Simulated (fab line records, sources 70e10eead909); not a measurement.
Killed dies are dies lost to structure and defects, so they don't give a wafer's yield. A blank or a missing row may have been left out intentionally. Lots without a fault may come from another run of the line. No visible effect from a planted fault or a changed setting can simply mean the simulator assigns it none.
Which of the tools did it? + flow nandHarc + 13 lots with 37 wafers sampled at 6 steps, on a route of 1302 steps

## WHAT THE GAUGES SHOWED, per wafer
NHARC_A_CHANNEL_FILL_D1_INSPECT_13.
| lot  | measured     | on               | rawDefectCount |
|------|--------------|------------------|----------------|
| L301 | day 11 00:41 | defectInspect-02 | 212 155 174    |
| L303 | day 11 10:01 | defectInspect-01 | 345 205 241    |
| L305 | day 12 06:19 | defectInspect-01 | 279 384 322    |
| L304 | day 12 06:19 | defectInspect-02 | 175 218 393    |
| L306 | day 12 20:23 | defectInspect-01 | 266 412 261    |
| L308 | day 13 21:02 | defectInspect-01 | 355 340 257    |
| L310 | day 14 19:31 | defectInspect-01 | 167 226        |
| L311 | day 15 12:17 | defectInspect-01 | 197 294        |
| L319 | day 18 01:37 | defectInspect-01 | 227 219 199    |
| L321 | day 19 01:25 | defectInspect-02 | 495 411 314    |
| L323 | day 20 07:00 | defectInspect-02 | 611 245 360    |
| L322 | day 20 07:02 | defectInspect-01 | 265 560 212    |
| L324 | day 20 19:37 | defectInspect-01 | 254 223 177    |

NHARC_A_ONON_D2_THK_MEAS_18: measures by ellipsometry.
| lot  | measured     | on           | thkNm (nm)     |
|------|--------------|--------------|----------------|
| L301 | day 13 02:58 | filmMetro-01 | 997 999 1000   |
| L303 | day 13 07:04 | filmMetro-02 | 1005 1009 1007 |
| L305 | day 14 09:16 | filmMetro-02 | 1011 1010 1011 |
| L304 | day 14 09:20 | filmMetro-02 | 989 990 991    |
| L306 | day 15 02:26 | filmMetro-02 | 1009 1008 1008 |
| L308 | day 15 16:37 | filmMetro-01 | 997 997 998    |
| L310 | day 17 04:01 | filmMetro-02 | 1890 990       |
| L311 | day 17 17:43 | filmMetro-02 | 1901 1000      |
| L319 | day 20 01:22 | filmMetro-02 | 1011 1010 1011 |
| L321 | day 20 21:40 | filmMetro-02 | 1000 999 1000  |
| L323 | day 22 11:14 | filmMetro-01 | 1002 1001 1003 |
| L322 | day 22 11:14 | filmMetro-02 | 1009 1008 1007 |
| L324 | day 22 23:04 | filmMetro-02 | 1000 998 999   |

NHARC_END_SORT_01.
| lot  | measured     | on        | killedAtArray | killedAtOther | killedAtPeriphery | killedDies | killedOpen | killedShort |
|------|--------------|-----------|---------------|---------------|-------------------|------------|------------|-------------|
| L310 | day 28 12:44 | prober-02 | 676 64        | 0 0           | 1 2               | 677 66     | 3 3        | 3 0         |
| L311 | day 29 03:14 | prober-01 | 676 37        | 0 0           | 1 4               | 677 41     | 3 1        | 0 2         |

## WHICH TOOL RAN EACH LOT (tool, then ch and the chambers of the sampled wafers, then the start)
| lot  | NHARC_A_DECK1_JOINT_ETCHBACK_00 | NHARC_A_ONON_D2_DEP_16          | NHARC_A_ONON_D2_DEP_33          |
|------|---------------------------------|---------------------------------|---------------------------------|
| L301 | rieSi-03 ch 1,2, day 11 11:27   | pecvdOnon-03 ch 0, day 13 02:27 | pecvd-01 ch 0,1, day 13 05:16   |
| L303 | rieSi-03 ch 0,2,3, day 11 21:14 | pecvdOnon-03 ch 0, day 13 06:40 | pecvd-02 ch 0,2, day 13 09:27   |
| L305 | rieSi-03 ch 0,1,2, day 12 17:16 | pecvdOnon-03 ch 0, day 14 08:45 | pecvd-02 ch 0,1, day 14 11:38   |
| L304 | rieSi-06 ch 0,1, day 12 17:16   | pecvdOnon-01 ch 0, day 14 09:00 | pecvd-03 ch 0,1,2, day 14 11:47 |
| L306 | rieSi-06 ch 0,3, day 13 07:11   | pecvdOnon-03 ch 0, day 15 02:02 | pecvd-02 ch 1,2, day 15 04:48   |
| L308 | rieSi-03 ch 0,1,3, day 14 07:35 | pecvdOnon-01 ch 0, day 15 16:07 | pecvd-01 ch 0,1, day 15 19:02   |
| L310 | rieSi-01 ch 1, day 15 06:16     | pecvdOnon-03 ch 0, day 16 13:37 | pecvd-01 ch 1,2, day 17 06:27   |
| L311 | rieSi-06 ch 0,3, day 15 22:51   | pecvdOnon-03 ch 0, day 17 17:15 | pecvd-03 ch 2, day 17 20:14     |
| L319 | rieSi-06 ch 0,2,3, day 18 12:35 | pecvdOnon-02 ch 0, day 20 00:51 | pecvd-01 ch 0,2, day 20 03:43   |
| L321 | rieSi-06 ch 0,1,2, day 19 12:08 | pecvdOnon-03 ch 0, day 20 21:16 | pecvd-02 ch 0,1,2, day 21 00:02 |
| L323 | rieSi-03 ch 0,1,3, day 20 17:46 | pecvdOnon-03 ch 0, day 22 10:43 | pecvd-02 ch 1,2, day 22 13:34   |
| L322 | rieSi-06 ch 0,1, day 20 17:46   | pecvdOnon-01 ch 0, day 22 10:50 | pecvd-03 ch 0,1, day 22 13:45   |
| L324 | rieSi-06 ch 1,2,3, day 21 06:26 | pecvdOnon-03 ch 0, day 22 22:41 | pecvd-02 ch 0,1, day 23 01:29   |
- NHARC_A_DECK1_JOINT_ETCHBACK_00: etches the open film in HBr, target depth 30 nm, time 17.4 s.
- NHARC_A_ONON_D2_DEP_16: target thk 1000 nm.
- NHARC_A_ONON_D2_DEP_33: deposits SiO2, target thk 200 nm.

## AS READ BY THE TOOLS THEMSELVES (means over the sampled wafers that have a number; for cases with no such wafer, the mark the record gives instead)
NHARC_A_DECK1_JOINT_ETCHBACK_00.
| lot  | tool     | drypumpMotorCurrentA (A) | oesProductAu (a.u.) | throttleValvePct (%) |
|------|----------|--------------------------|---------------------|----------------------|
| L301 | rieSi-03 | 5.0                      | 1.014               | 23.265               |
| L303 | rieSi-03 | 5.4                      | 1.012               | 23.263               |
| L305 | rieSi-03 | 5.6                      | 1.011               | 23.261               |
| L304 | rieSi-06 | 5.3                      | 1.013               | 23.273               |
| L306 | rieSi-06 | 5.4                      | 1.001               | 23.257               |
| L308 | rieSi-03 | 5.7                      | 1.018               | 23.266               |
| L310 | rieSi-01 | 6.6                      | 1.022               | 23.265               |
| L311 | rieSi-06 | 5.2                      | 0.994               | 23.253               |
| L319 | rieSi-06 | 5.4                      | 1.002               | 23.262               |
| L321 | rieSi-06 | 5.3                      | 1.003               | 23.268               |
| L323 | rieSi-03 | 5.7                      | 1.000               | 23.259               |
| L322 | rieSi-06 | 5.2                      | 1.008               | 23.274               |
| L324 | rieSi-06 | 5.5                      | 0.998               | 23.265               |

NHARC_A_ONON_D2_DEP_16.
| lot  | tool         | nh3FlowSccm (sccm) |
|------|--------------|--------------------|
| L301 | pecvdOnon-03 | 500.8              |
| L303 | pecvdOnon-03 | 499.8              |
| L305 | pecvdOnon-03 | 500.8              |
| L304 | pecvdOnon-01 | 498.6              |
| L306 | pecvdOnon-03 | 500.9              |
| L308 | pecvdOnon-01 | 500.7              |
| L310 | pecvdOnon-03 | 498.4              |
| L311 | pecvdOnon-03 | 497.3              |
| L319 | pecvdOnon-02 | 501.7              |
| L321 | pecvdOnon-03 | 499.0              |
| L323 | pecvdOnon-03 | 498.4              |
| L322 | pecvdOnon-01 | 502.0              |
| L324 | pecvdOnon-03 | 499.8              |

NHARC_A_ONON_D2_DEP_33.
| lot  | tool     | heaterPowerW (W) | throttleValvePct (%) |
|------|----------|------------------|----------------------|
| L301 | pecvd-01 | 508              | 16.9                 |
| L303 | pecvd-02 | 591              | 15.7                 |
| L305 | pecvd-02 | 601              | 16.3                 |
| L304 | pecvd-03 | 558              | 15.9                 |
| L306 | pecvd-02 | 569              | 16.0                 |
| L308 | pecvd-01 | 501              | 16.4                 |
| L310 | pecvd-01 | 624              | 16.1                 |
| L311 | pecvd-03 | 576              | 15.2                 |
| L319 | pecvd-01 | 569              | 16.2                 |
| L321 | pecvd-02 | 556              | 16.3                 |
| L323 | pecvd-02 | 598              | 16.6                 |
| L322 | pecvd-03 | 573              | 16.3                 |
| L324 | pecvd-02 | 608              | 16.7                 |

## THE ANSWER, worked out from the rows above alone
Rule: the usual values come from the lots themselves. Put in order of their means at a reading, lots are off if they are a third of the lots or fewer, leave a main group of 4 or more, and stand apart from it by a gap of 3 or more times the standard deviation of the main group's means; of several such gaps the widest counts. If all means in a main group match to the digits the tables above print for the reading, that group is not used. A lot without any number at a reading at which 4 lots or more have one is off too. Any other lot the step has rows for is counted as sound. First the gauges in route order, then the tools' own readings, where a lot's mean is used as printed above. At the first step where some lot is off, the reading lying furthest off is the one used; lots without a number count as furthest.
Off at NHARC_A_ONON_D2_THK_MEAS_18 (thkNm): L310, L311. The main group has a mean of 1003 nm with a standard deviation of 6.3.
If a tool, at a process step before that reading, ran all the lots that are off and no sound lot after the first of them, it fits. Gauges at NHARC_A_ONON_D2_THK_MEAS_18: tried the same way as those tools. None of those tried fits.

## WHAT THE SIMULATOR HAD INSERTED
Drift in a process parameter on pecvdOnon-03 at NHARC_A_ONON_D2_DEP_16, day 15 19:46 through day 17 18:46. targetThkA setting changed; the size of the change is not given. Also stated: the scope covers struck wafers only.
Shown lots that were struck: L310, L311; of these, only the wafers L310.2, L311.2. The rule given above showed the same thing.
